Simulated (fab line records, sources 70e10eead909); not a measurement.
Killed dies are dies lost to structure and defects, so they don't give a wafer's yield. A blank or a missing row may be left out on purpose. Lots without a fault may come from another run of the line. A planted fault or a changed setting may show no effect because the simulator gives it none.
Which tool did it? | flow nand_harc | 13 lots, 39 wafers sampled, at 6 steps of a route of 1302

WHAT THE GAUGES READ, wafer by wafer
NHARC_A_ONON_D2_THK_MEAS_02: measures by ellipsometry. Usual: thk_nm 998 nm, standard deviation 9.4.
lot  | measured     | on            | thk_nm (nm)    | flag
L486 | day 13 03:08 | film_metro-01 | 1004 1006 1004 |
L488 | day 13 14:46 | film_metro-02 | 997 997 995    |
L490 | day 14 06:32 | film_metro-02 | 999 1000 1000  |
L492 | day 15 17:10 | film_metro-01 | 1003 1001 1000 |
L493 | day 16 00:39 | film_metro-02 | 996 998 996    |
L494 | day 16 00:38 | film_metro-01 | 1012 1013 1013 |
L495 | day 17 01:41 | film_metro-01 | 990 991 989    |
L499 | day 18 17:33 | film_metro-01 | 972 973 971    |
L498 | day 18 17:36 | film_metro-02 | 999 999 999    |
L500 | day 19 02:32 | film_metro-02 | 1005 1006 1005 |
L506 | day 21 08:08 | film_metro-01 | 1003 1002 1003 |
L507 | day 22 00:35 | film_metro-01 | 1011 1011 1012 |
L508 | day 22 00:25 | film_metro-02 | 1006 1006 1008 |

NHARC_A_ONON_D2_THK_MEAS_11: measures by ellipsometry. Usual: thk_nm 1003 nm, standard deviation 6.4.
lot  | measured     | on            | thk_nm (nm)    | flag
L486 | day 13 04:49 | film_metro-02 | 999 999 999    |
L488 | day 13 16:28 | film_metro-01 | 1002 1003 1004 |
L490 | day 14 08:14 | film_metro-01 | 997 997 998    |
L492 | day 15 18:52 | film_metro-02 | 997 998 998    |
L493 | day 16 02:22 | film_metro-02 | 996 996 998    |
L494 | day 16 02:20 | film_metro-01 | 1008 1008 1008 |
L495 | day 17 03:23 | film_metro-01 | 1000 1002 1001 |
L499 | day 18 19:14 | film_metro-01 | 1007 1008 1008 |
L498 | day 18 19:17 | film_metro-02 | 1006 1537 1006 | OFF
L500 | day 19 04:14 | film_metro-02 | 991 991 993    |
L506 | day 21 09:50 | film_metro-01 | 995 996 995    |
L507 | day 22 02:17 | film_metro-02 | 1004 1001 1001 |
L508 | day 22 02:07 | film_metro-01 | 1000 999 998   |

NHARC_END_SORT_01. Usual: killed_at_array 58, standard deviation 20; killed_at_other 0.8, standard deviation 1; killed_at_periphery 4.6, standard deviation 2.8; killed_dies 63, standard deviation 19; killed_open 3.4, standard deviation 2; killed_short 2.4, standard deviation 1.8.
lot  | measured     | on        | killed_at_array | killed_at_other | killed_at_periphery | killed_dies | killed_open | killed_short | flag
L498 | day 30 06:06 | prober-02 | 89 669 97       | 0 2 0           | 4 6 0               | 93 677 97   | 5 9 3       | 1 0 1        | OFF

WHICH TOOL RAN EACH LOT (tool, then ch and the chambers of the sampled wafers, then the start)
lot  | NHARC_A_CHANNEL_FILL_D1_STRIP_28   | NHARC_A_ONON_D2_DEP_09           | NHARC_A_CHANNEL_HOLE_D2_DEP_00
L486 | rie_diel-12 ch 0,1,2, day 10 13:42 | pecvd_onon-01 ch 0, day 13 04:22 | acl_dep-01 ch 0, day 13 16:36
L488 | rie_diel-05 ch 0,1,2, day 11 02:53 | pecvd_onon-04 ch 0, day 13 15:57 | acl_dep-02 ch 0, day 14 04:18
L490 | rie_diel-03 ch 0,1,2, day 11 18:38 | pecvd_onon-03 ch 0, day 14 07:44 | acl_dep-03 ch 0, day 14 17:07
L492 | rie_diel-12 ch 0,3, day 13 02:38   | pecvd_onon-01 ch 0, day 15 18:28 | acl_dep-01 ch 0, day 16 06:21
L493 | rie_diel-12 ch 2,3, day 13 11:22   | pecvd_onon-03 ch 0, day 16 01:54 | acl_dep-02 ch 0, day 16 17:14
L494 | rie_diel-05 ch 1,2,3, day 13 11:22 | pecvd_onon-04 ch 0, day 16 01:53 | acl_dep-03 ch 0, day 16 15:37
L495 | rie_diel-03 ch 0,2, day 14 16:35   | pecvd_onon-01 ch 0, day 17 02:52 | acl_dep-02 ch 0, day 17 16:03
L499 | rie_diel-03 ch 0,1,3, day 16 01:58 | pecvd_onon-03 ch 0, day 18 18:44 | acl_dep-02 ch 0, day 19 07:48
L498 | rie_diel-05 ch 0,1,3, day 16 01:58 | pecvd_onon-04 ch 0, day 18 18:50 | acl_dep-01 ch 0, day 19 08:52
L500 | rie_diel-05 ch 1,2,3, day 16 12:56 | pecvd_onon-03 ch 0, day 19 03:47 | acl_dep-03 ch 0, day 19 16:22
L506 | rie_diel-05 ch 0,1,2, day 18 16:14 | pecvd_onon-01 ch 0, day 21 09:30 | acl_dep-03 ch 0, day 21 21:59
L507 | rie_diel-12 ch 1,2,3, day 18 23:31 | pecvd_onon-01 ch 0, day 22 01:53 | acl_dep-01 ch 0, day 22 15:50
L508 | rie_diel-05 ch 0,3, day 19 09:28   | pecvd_onon-04 ch 0, day 22 01:37 | acl_dep-02 ch 0, day 22 13:17
- NHARC_A_CHANNEL_FILL_D1_STRIP_28: strips in O2, time 20 s.
- NHARC_A_ONON_D2_DEP_09: target thk 1000 nm.
- NHARC_A_CHANNEL_HOLE_D2_DEP_00: deposits aC, target thk 3100 nm.

WHAT THE TOOLS THEMSELVES READ (means of the sampled wafers that have a number; where no wafer has one, the mark that the record gives instead)
NHARC_A_CHANNEL_FILL_D1_STRIP_28. Usual: drypump_motor_current_A 5.6 A, standard deviation 0.39; oes_product_au 1.004 a.u., standard deviation 0.0095; rf_vpp_V 57.6 V, standard deviation 0.88; showerhead_plenum_p_Torr 3.48 Torr, standard deviation 0.13; throttle_valve_pct 17.036 %, standard deviation 0.0088.
lot  | tool        | drypump_motor_current_A (A) | oes_product_au (a.u.) | rf_vpp_V (V) | showerhead_plenum_p_Torr (Torr) | throttle_valve_pct (%) | flag
L486 | rie_diel-12 | 5.5                         | 0.995                 | 58.0         | 3.55                            | 17.029                 |
L488 | rie_diel-05 | 5.4                         | 0.997                 | 58.2         | 3.53                            | 17.038                 |
L490 | rie_diel-03 | 6.2                         | 1.009                 | 56.9         | 3.48                            | 17.031                 |
L492 | rie_diel-12 | 5.6                         | 1.014                 | 58.1         | 3.35                            | 17.035                 |
L493 | rie_diel-12 | 5.7                         | 0.994                 | 58.4         | 3.44                            | 17.032                 |
L494 | rie_diel-05 | 5.2                         | 0.996                 | 57.0         | 3.51                            | 17.030                 |
L495 | rie_diel-03 | 6.1                         | 1.010                 | 57.8         | 3.39                            | 17.037                 |
L499 | rie_diel-03 | 6.1                         | 1.014                 | 57.9         | 3.48                            | 17.035                 |
L498 | rie_diel-05 | 5.2                         | 1.002                 | 57.5         | 3.43                            | 17.044                 |
L500 | rie_diel-05 | 5.2                         | 0.993                 | 57.8         | 3.51                            | 17.038                 |
L506 | rie_diel-05 | 5.4                         | 1.002                 | 58.0         | 3.52                            | 17.030                 |
L507 | rie_diel-12 | 5.6                         | 1.002                 | 57.8         | 3.54                            | 17.033                 |
L508 | rie_diel-05 | 5.2                         | 0.998                 | 58.3         | 3.42                            | 17.033                 |

NHARC_A_CHANNEL_HOLE_D2_DEP_00. Usual: throttle_valve_pct 35.000 %, standard deviation 0.0097.
lot  | tool       | throttle_valve_pct (%) | flag
L486 | acl_dep-01 | 34.995                 |
L488 | acl_dep-02 | 35.000                 |
L490 | acl_dep-03 | 35.001                 |
L492 | acl_dep-01 | 35.003                 |
L493 | acl_dep-02 | 35.008                 |
L494 | acl_dep-03 | 35.001                 |
L495 | acl_dep-02 | 34.996                 |
L499 | acl_dep-02 | 35.006                 |
L498 | acl_dep-01 | 34.990                 |
L500 | acl_dep-03 | 35.002                 |
L506 | acl_dep-03 | 35.003                 |
L507 | acl_dep-01 | 35.002                 |
L508 | acl_dep-02 | 35.002                 |

THE ANSWER, worked out from the rows above alone
Rule: a lot is off if the mean of its wafers that have a number lies more than 3 standard deviations from the usual mean. A lot without any number at a reading at which 4 lots or more have one is off too. The other lots that the step has rows for count as sound. The gauges are gone through in route order, then the tools' own readings, and for those a lot's mean is taken as printed above. The first step at which some lot is off is used, and at that step the reading that is off furthest; a lot without a number counts as furthest.
Off: L498, at NHARC_A_ONON_D2_THK_MEAS_11 (thk_nm).
A tool fits if, at a process step before that reading, it ran every lot that is off, and no sound lot after the first of them. The gauges at NHARC_A_ONON_D2_THK_MEAS_11 aren't tried: what is off there is off at NHARC_END_SORT_01 too, on other tools, and a gauge's error can't cause that. None of those tried fits.

WHAT THE SIMULATOR HAD PUT IN
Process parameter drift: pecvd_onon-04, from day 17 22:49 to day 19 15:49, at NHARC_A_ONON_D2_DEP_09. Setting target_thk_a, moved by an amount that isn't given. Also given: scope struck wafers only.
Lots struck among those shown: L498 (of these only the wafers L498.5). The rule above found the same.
